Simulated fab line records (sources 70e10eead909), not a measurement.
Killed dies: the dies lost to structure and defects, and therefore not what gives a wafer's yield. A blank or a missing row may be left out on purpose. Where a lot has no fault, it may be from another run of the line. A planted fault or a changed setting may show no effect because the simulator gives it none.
fab line records + flow nandHarc
record
- lots=6
- wafers=18
- lastDay=33
route steps=1302 shown A_DECK1_JOINT@537 A_ONON_D2@545 END@1302
lots untouched by any fault: they come from a run of this same line in which no faults occurred
startH: start of the lot's first displayed wafer, in hours after the record's first day + waitH: how many hours have passed since the lot's step before this one + " repeats the value in the row above + L1.1+2: one row covering several wafers at once + - no value, or no start was given + * or withheld: withheld + < > ~ a bound
route shown NAME@n: names a module that has steps shown in the file, with the first one's number in the route + usual: mean/standard deviation taken from wafers without a fault + same: alike in all rows + chamber/n: place in a boat + sites: each site's reading + _std_site: how widely they spread, as a standard deviation + _edge_site: mean of outer sites minus mean of inner sites + radiusMm: how far each site lies from the wafer's centre + mask NAME#n: copy n + behind: tool/chamber where the wafer was last shaped + hold: why the lot was held/for how many hours/how that ended + device: which transistor (n, p or np) failed to switch + end of line: at the end of the route, the tests of the same wafers + a step given without rows: its recipe and nothing more + killed: not the wafer's yield, but the dies lost to structure and defects at the first sort + map: shows each die of a wafer: x if killed, . if not, _ if none is there
set.NAME: setting as actually run; set.NAME@STEP: the setting as run at that earlier step + model.NAME: the simulator's own value behind a step, which no gauge read
a table for each step, a row for each wafer; lots at some steps of the route
services: the hour from which a tool's chamber was out of use, counted from the record's first day as startH (under 0 if before that day), plus the number of hours and why
## steps
# step NHARC_A_DECK1_JOINT_ANNEAL_28
# recipe
- tempC=500
- timeS=1800
- idleTempC=400
- rampUpCPerMin=10
- densificationPH2oTorr=640
# step NHARC_A_DECK1_JOINT_ANNEAL_29
# recipe
- tempC=750
- timeS=1800
- idleTempC=500
- rampUpCPerMin=10
- rampDownCPerMin=3
# step NHARC_A_DECK1_JOINT_CMP_02
# recipe
- material=SiOx
# usual
- edgeZonePressureFrac=1.000/0.0051
- motorCurrentA=11.5/1.2
| lot.wafer | tool   | chamber | startH | waitH | edgeZonePressureFrac | motorCurrentA |
|-----------|--------|---------|--------|-------|----------------------|---------------|
| L745.4    | cmp-02 | 1       | 276.94 | 0.7   | 0.989                | 13.4          |
| L745.1    | "      | 3       | "      | "     | 0.994                | 11.7          |
| L745.5    | "      | 0       | "      | "     | 1.004                | 12.4          |
| L753.4    | cmp-02 | 2       | 365.59 | 0.4   | 0.999                | 12.1          |
| L753.5    | "      | 3       | "      | "     | 1.007                | 10.9          |
| L753.6    | "      | 0       | "      | "     | 1.000                | 12.2          |
| L755.2    | cmp-02 | 1       | 380.63 | 0.4   | 1.002                | 13.4          |
| L755.6    | "      | 1       | "      | "     | 0.997                | 12.9          |
| L755.5    | "      | 2       | "      | "     | 1.001                | 11.9          |
| L761.2    | cmp-02 | 0       | 440.59 | 0.4   | 0.993                | 12.2          |
| L761.3    | "      | 1       | "      | "     | 1.000                | 13.6          |
| L761.4    | "      | 3       | "      | "     | 1.002                | 11.3          |
| L762.1    | cmp-02 | 1       | 458.38 | 0.4   | 1.002                | 12.6          |
| L762.6    | "      | 0       | "      | "     | 1.005                | 12.9          |
| L762.5    | "      | 1       | "      | "     | 0.999                | 13.6          |
| L766.4    | cmp-03 | 3       | 486.97 | 0.4   | 1.008                | 11.2          |
| L766.3    | "      | 2       | "      | "     | 1.007                | 11.2          |
| L766.5    | "      | 0       | "      | "     | 0.998                | 12.5          |
# step NHARC_A_DECK1_JOINT_SRD_15
# step NHARC_A_DECK1_JOINT_DEP_16
# recipe
- targetThkA=450
- tempC=400
- pressureTorr=6.5
- rfW=900
- teosFlowSccm=161.4
- flowSccm=2650
- targetThkNm=45
- gas=O2
- material=SiO2
# usual
- heaterPowerW=531/110
- throttleValvePct=16.2/0.44
| lot.wafer | tool     | chamber | startH | waitH | heaterPowerW | throttleValvePct |
|-----------|----------|---------|--------|-------|--------------|------------------|
| L745.1    | pecvd-02 | 1       | 277.65 | 0.4   | 567          | 16.8             |
| L745.5    | "        | 2       | "      | "     | 727          | 15.4             |
| L745.4    | "        | 0       | "      | "     | 329          | 16.4             |
| L753.5    | pecvd-03 | 0       | 366.00 | 0.2   | 520          | 16.7             |
| L753.6    | "        | 1       | "      | "     | 408          | 16.9             |
| L753.4    | "        | 2       | "      | "     | 605          | 16.2             |
| L755.2    | pecvd-04 | 2       | 381.02 | 0.1   | 583          | 16.0             |
| L755.5    | "        | 2       | "      | "     | 585          | 16.4             |
| L755.6    | "        | 0       | "      | "     | 536          | 15.3             |
| L761.3    | pecvd-03 | 1       | 441.00 | 0.1   | 445          | 16.1             |
| L761.2    | "        | 2       | "      | "     | 610          | 15.9             |
| L761.4    | "        | 1       | "      | "     | 458          | 16.4             |
| L762.1    | pecvd-02 | 1       | 458.80 | 0.1   | 642          | 16.2             |
| L762.5    | "        | 2       | "      | "     | 599          | 15.8             |
| L762.6    | "        | 0       | "      | "     | 349          | 16.5             |
| L766.3    | pecvd-02 | 1       | 487.37 | 0.1   | 668          | 16.4             |
| L766.4    | "        | 1       | "      | "     | 658          | 16.4             |
| L766.5    | "        | 0       | "      | "     | 396          | 16.4             |
# step NHARC_A_DECK1_JOINT_THK_MEAS_17
# recipe
- thkMeasGauge=ellipsometry
# usual
- thkNm=44.8/1.1
| lot.wafer | tool         | chamber | startH | waitH | thkNm |
|-----------|--------------|---------|--------|-------|-------|
| L745.1    | filmMetro-01 | -       | 277.88 | 0.2   | 45.8  |
| L745.4    | "            | -       | "      | "     | 46.8  |
| L745.5    | "            | -       | "      | "     | 45.9  |
| L753.4    | filmMetro-02 | -       | 366.19 | 0.1   | 46.1  |
| L753.5    | "            | -       | "      | "     | 45.7  |
| L753.6    | "            | -       | "      | "     | 45.1  |
| L755.2    | filmMetro-01 | -       | 381.30 | 0.3   | 44.2  |
| L755.5    | "            | -       | "      | "     | 45.0  |
| L755.6    | "            | -       | "      | "     | 45.4  |
| L761.2    | filmMetro-01 | -       | 441.26 | 0.2   | 46.0  |
| L761.3    | "            | -       | "      | "     | 44.5  |
| L761.4    | "            | -       | "      | "     | 44.9  |
| L762.1    | filmMetro-01 | -       | 459.02 | 0.2   | 42.5  |
| L762.5    | "            | -       | "      | "     | 46.6  |
| L762.6    | "            | -       | "      | "     | 45.3  |
| L766.3    | filmMetro-01 | -       | 487.65 | 0.3   | 42.9  |
| L766.4    | "            | -       | "      | "     | 45.8  |
| L766.5    | "            | -       | "      | "     | 44.4  |
# step NHARC_A_DECK1_JOINT_INSPECT_05
# usual
- rawDefectCount=320/130
| lot.wafer | tool             | chamber | startH | waitH | rawDefectCount |
|-----------|------------------|---------|--------|-------|----------------|
| L745.1    | defectInspect-01 | -       | 277.91 | 0.0   | 444            |
| L745.4    | "                | -       | "      | "     | 329            |
| L745.5    | "                | -       | "      | "     | 351            |
| L753.4    | defectInspect-01 | -       | 366.23 | 0.0   | 587            |
| L753.5    | "                | -       | "      | "     | 369            |
| L753.6    | "                | -       | "      | "     | 302            |
| L755.2    | defectInspect-02 | -       | 381.34 | 0.0   | 230            |
| L755.5    | "                | -       | "      | "     | 266            |
| L755.6    | "                | -       | "      | "     | 214            |
| L761.2    | defectInspect-01 | -       | 441.30 | 0.0   | 225            |
| L761.3    | "                | -       | "      | "     | 203            |
| L761.4    | "                | -       | "      | "     | 253            |
| L762.1    | defectInspect-02 | -       | 459.05 | 0.0   | 172            |
| L762.5    | "                | -       | "      | "     | 166            |
| L762.6    | "                | -       | "      | "     | 237            |
| L766.3    | defectInspect-02 | -       | 487.69 | 0.0   | 322            |
| L766.4    | "                | -       | "      | "     | 249            |
| L766.5    | "                | -       | "      | "     | 361            |
# step NHARC_A_ONON_D2_DEP_00
# recipe
- targetThkA=10000
- n2FlowSccm=2750
- n2oFlowSccm=2000
- nh3FlowSccm=500
- sih4FlowSccm=210
- tempC=400
# step NHARC_A_ONON_D2_THK_MEAS_02
# recipe
- thkMeasGauge=ellipsometry
# usual
- thkNm=998/9.4
| lot.wafer | tool         | chamber | startH | waitH | thkNm |
|-----------|--------------|---------|--------|-------|-------|
| L745.1    | filmMetro-01 | -       | 278.49 | -     | 1003  |
| L745.4    | "            | -       | "      | "     | 1005  |
| L745.5    | "            | -       | "      | "     | 1005  |
| L753.4    | filmMetro-01 | -       | 366.80 | -     | 992   |
| L753.5    | "            | -       | "      | "     | 991   |
| L753.6    | "            | -       | "      | "     | 992   |
| L755.2    | filmMetro-01 | -       | 381.92 | -     | 996   |
| L755.5    | "            | -       | "      | "     | 996   |
| L755.6    | "            | -       | "      | "     | 996   |
| L761.2    | filmMetro-01 | -       | 441.87 | -     | 1014  |
| L761.3    | "            | -       | "      | "     | 1014  |
| L761.4    | "            | -       | "      | "     | 1014  |
| L762.1    | filmMetro-01 | -       | 459.63 | -     | 1013  |
| L762.5    | "            | -       | "      | "     | 1016  |
| L762.6    | "            | -       | "      | "     | 1013  |
| L766.3    | filmMetro-02 | -       | 488.27 | -     | 991   |
| L766.4    | "            | -       | "      | "     | 992   |
| L766.5    | "            | -       | "      | "     | 994   |
# step NHARC_A_ONON_D2_DEP_03
# recipe
- targetThkA=10000
- n2FlowSccm=2750
- n2oFlowSccm=2000
- nh3FlowSccm=500
- sih4FlowSccm=210
- tempC=400
# step NHARC_A_ONON_D2_THK_MEAS_05
# recipe
- thkMeasGauge=ellipsometry
# usual
- thkNm=1001/11
| lot.wafer | tool         | chamber | startH | waitH | thkNm |
|-----------|--------------|---------|--------|-------|-------|
| L745.1    | filmMetro-02 | -       | 279.19 | -     | 996   |
| L745.4    | "            | -       | "      | "     | 996   |
| L745.5    | "            | -       | "      | "     | 996   |
| L753.4    | filmMetro-02 | -       | 367.36 | -     | 1015  |
| L753.5    | "            | -       | "      | "     | 1014  |
| L753.6    | "            | -       | "      | "     | 1013  |
| L755.2    | filmMetro-01 | -       | 382.48 | -     | 996   |
| L755.5    | "            | -       | "      | "     | 994   |
| L755.6    | "            | -       | "      | "     | 996   |
| L761.2    | filmMetro-01 | -       | 442.43 | -     | 1005  |
| L761.3    | "            | -       | "      | "     | 1004  |
| L761.4    | "            | -       | "      | "     | 1002  |
| L762.1    | filmMetro-01 | -       | 460.20 | -     | 1004  |
| L762.5    | "            | -       | "      | "     | 1006  |
| L762.6    | "            | -       | "      | "     | 1007  |
| L766.3    | filmMetro-02 | -       | 488.86 | -     | 996   |
| L766.4    | "            | -       | "      | "     | 996   |
| L766.5    | "            | -       | "      | "     | 994   |
# step NHARC_A_ONON_D2_DEP_06
# recipe
- targetThkA=10000
- n2FlowSccm=2750
- n2oFlowSccm=2000
- nh3FlowSccm=500
- sih4FlowSccm=210
- tempC=400
# usual
- n2oFlowSccm=1999/5.9
| lot.wafer | tool         | chamber | startH | waitH | n2oFlowSccm |
|-----------|--------------|---------|--------|-------|-------------|
| L745.1    | pecvdOnon-02 | 0       | 279.38 | 0.2   | 1999        |
| L745.4    | "            | 0       | "      | "     | 1997        |
| L745.5    | "            | 0       | "      | "     | 2006        |
| L753.4    | pecvdOnon-04 | 0       | 367.59 | 0.2   | 2004        |
| L753.5    | "            | 0       | "      | "     | 1996        |
| L753.6    | "            | 0       | "      | "     | 1998        |
| L755.2    | pecvdOnon-04 | 0       | 382.59 | 0.1   | 1992        |
| L755.5    | "            | 0       | "      | "     | 2000        |
| L755.6    | "            | 0       | "      | "     | 1998        |
| L761.2    | pecvdOnon-04 | 0       | 442.55 | 0.1   | 1992        |
| L761.3    | "            | 0       | "      | "     | 2003        |
| L761.4    | "            | 0       | "      | "     | 1995        |
| L762.1    | pecvdOnon-02 | 0       | 460.25 | 0.1   | 1987        |
| L762.5    | "            | 0       | "      | "     | 1999        |
| L762.6    | "            | 0       | "      | "     | 1989        |
| L766.3    | pecvdOnon-01 | 0       | 489.03 | 0.2   | 2005        |
| L766.4    | "            | 0       | "      | "     | 2006        |
| L766.5    | "            | 0       | "      | "     | 1992        |
# step NHARC_A_ONON_D2_THK_MEAS_08
# recipe
- thkMeasGauge=ellipsometry
# usual
- thkNm=1003/10
| lot.wafer | tool         | chamber | startH | waitH | thkNm |
|-----------|--------------|---------|--------|-------|-------|
| L745.1    | filmMetro-02 | -       | 279.89 | -     | 1001  |
| L745.4    | "            | -       | "      | "     | 1000  |
| L745.5    | "            | -       | "      | "     | 1000  |
| L753.4    | filmMetro-01 | -       | 367.93 | -     | 1670  |
| L753.5    | "            | -       | "      | "     | 1669  |
| L753.6    | "            | -       | "      | "     | 1669  |
| L755.2    | filmMetro-01 | -       | 383.04 | -     | 1660  |
| L755.5    | "            | -       | "      | "     | 1662  |
| L755.6    | "            | -       | "      | "     | 1659  |
| L761.2    | filmMetro-01 | -       | 443.00 | -     | 1013  |
| L761.3    | "            | -       | "      | "     | 1012  |
| L761.4    | "            | -       | "      | "     | 1012  |
| L762.1    | filmMetro-01 | -       | 460.77 | -     | 999   |
| L762.5    | "            | -       | "      | "     | 995   |
| L762.6    | "            | -       | "      | "     | 995   |
| L766.3    | filmMetro-02 | -       | 489.43 | -     | 997   |
| L766.4    | "            | -       | "      | "     | 998   |
| L766.5    | "            | -       | "      | "     | 997   |
# step NHARC_A_ONON_D2_DEP_09
# recipe
- targetThkA=10000
- n2FlowSccm=2750
- n2oFlowSccm=2000
- nh3FlowSccm=500
- sih4FlowSccm=210
- tempC=400
# step NHARC_END_SORT_01
# recipe
- tempC=25
# usual
- killedAtArray=46/16
- killedAtOther=0.9/1.3
- killedAtPeriphery=4.1/3
- killedDies=51/17
- killedOpen=3.5/1.8
- killedShort=2.5/1.8
# same
- grossDies=677
| lot.wafer | tool      | chamber | startH | waitH | killedAtArray | killedAtOther | killedAtPeriphery | killedDies | killedOpen | killedShort |
|-----------|-----------|---------|--------|-------|---------------|---------------|-------------------|------------|------------|-------------|
| L753.4    | prober-01 | 0       | 661.16 | 3.5   | 669           | 1             | 7                 | 677        | 7          | 3           |
| L753.5    | prober-01 | 0       | 661.98 | 3.8   | 675           | 0             | 2                 | 677        | 1          | 3           |
| L753.6    | prober-01 | 0       | 662.80 | 4.1   | 675           | 0             | 2                 | 677        | 5          | 2           |
| L755.2    | prober-02 | 0       | 668.91 | 2.8   | 675           | 0             | 2                 | 677        | 3          | 0           |
| L755.5    | prober-02 | 0       | 671.29 | 3.7   | 677           | 0             | 0                 | 677        | 2          | 1           |
| L755.6    | prober-02 | 0       | 672.08 | 4.0   | 677           | 0             | 0                 | 677        | 3          | 2           |
# killed by level:class
L753.4 A_ONON_D2:areaDep=581 A_CHANNEL_HOLE_D1:chamberFilmFlake=37 A_SLIT:chamberFilmFlake=36 P_GATE:chamberFilmFlake=4 A_CHANNEL_HOLE_D2:chamberFilmFlake=4 A_CONTACT:chamberFilmFlake=2 P_CONTACT:geometricParticle:open=1 P_M0:geometricParticle:open=1
L753.5 A_ONON_D2:areaDep=605 A_SLIT:chamberFilmFlake=29 A_CHANNEL_HOLE_D1:chamberFilmFlake=18 A_CHANNEL_HOLE_D2:chamberFilmFlake=12 A_CONTACT:chamberFilmFlake=6 P_GATE:geometricParticle:open=1 A_ONON_D1:geometricParticle:short=1 A_CHANNEL_FILL_D2:geometricParticle:short=1
L753.6 A_ONON_D2:areaDep=594 A_CHANNEL_HOLE_D1:chamberFilmFlake=33 A_SLIT:chamberFilmFlake=21 A_CHANNEL_HOLE_D2:chamberFilmFlake=16 A_CONTACT:chamberFilmFlake=3 A_M0:geometricParticle:open=2 A_ONON_D1:geometricParticle:short=1 A_CHANNEL_FILL_D2:geometricParticle:short=1
L755.2 A_ONON_D2:areaDep=650 A_CHANNEL_HOLE_D2:chamberFilmFlake=12 A_CONTACT:chamberFilmFlake=7 A_M1:chamberFilmFlake=2 P_M0:geometricParticle:open=1 P_M1:geometricParticle:open=1 A_DECK1_JOINT:geometricParticle:open=1 A_ZERO_WELL:chamberFilmFlake=1
L755.5 A_ONON_D2:areaDep=644 A_CHANNEL_HOLE_D2:chamberFilmFlake=12 A_CONTACT:chamberFilmFlake=7 A_CHANNEL_HOLE_D1:chamberFilmFlake=5 A_M1:chamberFilmFlake=4 A_SLIT:chamberFilmFlake=2 A_ONON_D2:geometricParticle:open=1 A_CHANNEL_FILL_D2:geometricParticle:short=1
L755.6 A_ONON_D2:areaDep=653 A_CHANNEL_HOLE_D2:chamberFilmFlake=6 A_CHANNEL_HOLE_D1:chamberFilmFlake=5 A_SLIT:chamberFilmFlake=3 A_CONTACT:chamberFilmFlake=3 A_CHANNEL_FILL_D2:geometricParticle:open=2 A_WL_FILL:geometricParticle:short=2 A_BLC:geometricParticle:open=1
# map L753.4 (x killed, . not)
____________x____________
_________xxxxxxx_________
_______xxxxxxxxxxx_______
______xxxxxxxxxxxxx______
_____xxxxxxxxxxxxxxx_____
____xxxxxxxxxxxxxxxxx____
____xxxxxxxxxxxxxxxxx____
___xxxxxxxxxxxxxxxxxxx___
___xxxxxxxxxxxxxxxxxxx___
__xxxxxxxxxxxxxxxxxxxxx__
__xxxxxxxxxxxxxxxxxxxxx__
_xxxxxxxxxxxxxxxxxxxxxxx_
_xxxxxxxxxxxxxxxxxxxxxxx_
_xxxxxxxxxxxxxxxxxxxxxxx_
_xxxxxxxxxxxxxxxxxxxxxxx_
_xxxxxxxxxxxxxxxxxxxxxxx_
xxxxxxxxxxxxxxxxxxxxxxxxx
xxxxxxxxxxxxxxxxxxxxxxxxx
xxxxxxxxxxxxxxxxxxxxxxxxx
xxxxxxxxxxxxxxxxxxxxxxxxx
xxxxxxxxxxxxxxxxxxxxxxxxx
_xxxxxxxxxxxxxxxxxxxxxxx_
_xxxxxxxxxxxxxxxxxxxxxxx_
_xxxxxxxxxxxxxxxxxxxxxxx_
_xxxxxxxxxxxxxxxxxxxxxxx_
_xxxxxxxxxxxxxxxxxxxxxxx_
__xxxxxxxxxxxxxxxxxxxxx__
__xxxxxxxxxxxxxxxxxxxxx__
___xxxxxxxxxxxxxxxxxxx___
___xxxxxxxxxxxxxxxxxxx___
____xxxxxxxxxxxxxxxxx____
____xxxxxxxxxxxxxxxxx____
_____xxxxxxxxxxxxxxx_____
______xxxxxxxxxxxxx______
_______xxxxxxxxxxx_______
_________xxxxxxx_________
____________x____________
# map L755.2 (x killed, . not)
____________x____________
_________xxxxxxx_________
_______xxxxxxxxxxx_______
______xxxxxxxxxxxxx______
_____xxxxxxxxxxxxxxx_____
____xxxxxxxxxxxxxxxxx____
____xxxxxxxxxxxxxxxxx____
___xxxxxxxxxxxxxxxxxxx___
___xxxxxxxxxxxxxxxxxxx___
__xxxxxxxxxxxxxxxxxxxxx__
__xxxxxxxxxxxxxxxxxxxxx__
_xxxxxxxxxxxxxxxxxxxxxxx_
_xxxxxxxxxxxxxxxxxxxxxxx_
_xxxxxxxxxxxxxxxxxxxxxxx_
_xxxxxxxxxxxxxxxxxxxxxxx_
_xxxxxxxxxxxxxxxxxxxxxxx_
xxxxxxxxxxxxxxxxxxxxxxxxx
xxxxxxxxxxxxxxxxxxxxxxxxx
xxxxxxxxxxxxxxxxxxxxxxxxx
xxxxxxxxxxxxxxxxxxxxxxxxx
xxxxxxxxxxxxxxxxxxxxxxxxx
_xxxxxxxxxxxxxxxxxxxxxxx_
_xxxxxxxxxxxxxxxxxxxxxxx_
_xxxxxxxxxxxxxxxxxxxxxxx_
_xxxxxxxxxxxxxxxxxxxxxxx_
_xxxxxxxxxxxxxxxxxxxxxxx_
__xxxxxxxxxxxxxxxxxxxxx__
__xxxxxxxxxxxxxxxxxxxxx__
___xxxxxxxxxxxxxxxxxxx___
___xxxxxxxxxxxxxxxxxxx___
____xxxxxxxxxxxxxxxxx____
____xxxxxxxxxxxxxxxxx____
_____xxxxxxxxxxxxxxx_____
______xxxxxxxxxxxxx______
_______xxxxxxxxxxx_______
_________xxxxxxx_________
____________x____________
## services
| tool         | chamber | startH | hours | kind   |
|--------------|---------|--------|-------|--------|
| pecvd-02     | 1       | 254.12 | 22.1  | repair |
| cmp-03       | -       | 260.00 | 4.0   | pm     |
| pecvd-04     | -       | 269.03 | 13.0  | pm     |
| pecvdOnon-01 | -       | 269.33 | 13.0  | pm     |
| cmp-03       | -       | 276.08 | 1.1   | repair |
| cmp-02       | -       | 287.16 | 1.3   | repair |
| cmp-03       | -       | 303.39 | 1.5   | repair |
| pecvdOnon-04 | -       | 311.29 | 13.0  | pm     |
| pecvd-02     | -       | 316.58 | 1.1   | repair |
| cmp-02       | -       | 330.63 | 4.0   | pm     |
| pecvd-03     | -       | 354.80 | 0.8   | repair |
| cmp-03       | -       | 358.00 | 4.0   | pm     |
| pecvdOnon-02 | -       | 366.00 | 13.0  | pm     |
| pecvd-03     | -       | 366.47 | 13.0  | pm     |
| pecvd-04     | 1       | 386.52 | 5.9   | repair |
| pecvd-03     | 0       | 387.86 | 3.3   | repair |
| pecvd-02     | -       | 408.14 | 13.0  | pm     |
| cmp-02       | -       | 428.63 | 4.0   | pm     |
| pecvd-03     | -       | 443.89 | 1.1   | repair |
| pecvd-04     | -       | 450.03 | 13.0  | pm     |
| pecvdOnon-01 | -       | 450.42 | 13.0  | pm     |
| cmp-03       | -       | 456.02 | 4.0   | pm     |
| pecvd-02     | 1       | 461.45 | 2.0   | repair |
| pecvd-04     | -       | 468.57 | 0.2   | repair |
## key
firstSign
- step=NHARC_A_ONON_D2_THK_MEAS_08
- reading=thkNm
- direction=up
- sigmas=66
- usual=1003
- struck=1665
effect
- step=NHARC_END_SORT_01
- reading=killedAtArray
- direction=up
- sigmas=38
- usual=46
- struck=675
moreKillsBornAt
- NHARC_A_ONON_D2_DEP_06@pecvdOnon-04=3727
metAt NHARC_A_ONON_D2_DEP_06
struckWafers L753.4,L753.5,L753.6,L755.2,L755.5,L755.6
laterRowsLeftOut L753.4,L753.5,L753.6,L755.2,L755.5,L755.6
testerLeftOut L753,L755
fault
- kind=processParameterDrift
- tool=pecvdOnon-04
- chamber=-
- onsetH=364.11
- steps=NHARC_A_ONON_D2_DEP_06
- channel=targetThkA
- offset=*
- shape=step
- endH=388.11
- actsIn=*
- stated=*
# testerLeftOut: of these lots the tester's yield and bins aren't shown, on N5 and GAA mostly nor the transistor test; their killed dies are dies lost to structure and defects alone, not to doping, threshold or leakage, so they don't give the yield
# laterRowsLeftOut: the simulator's readings of these wafers behind a module that went badly wrong aren't trusted and aren't shown, but for the sort
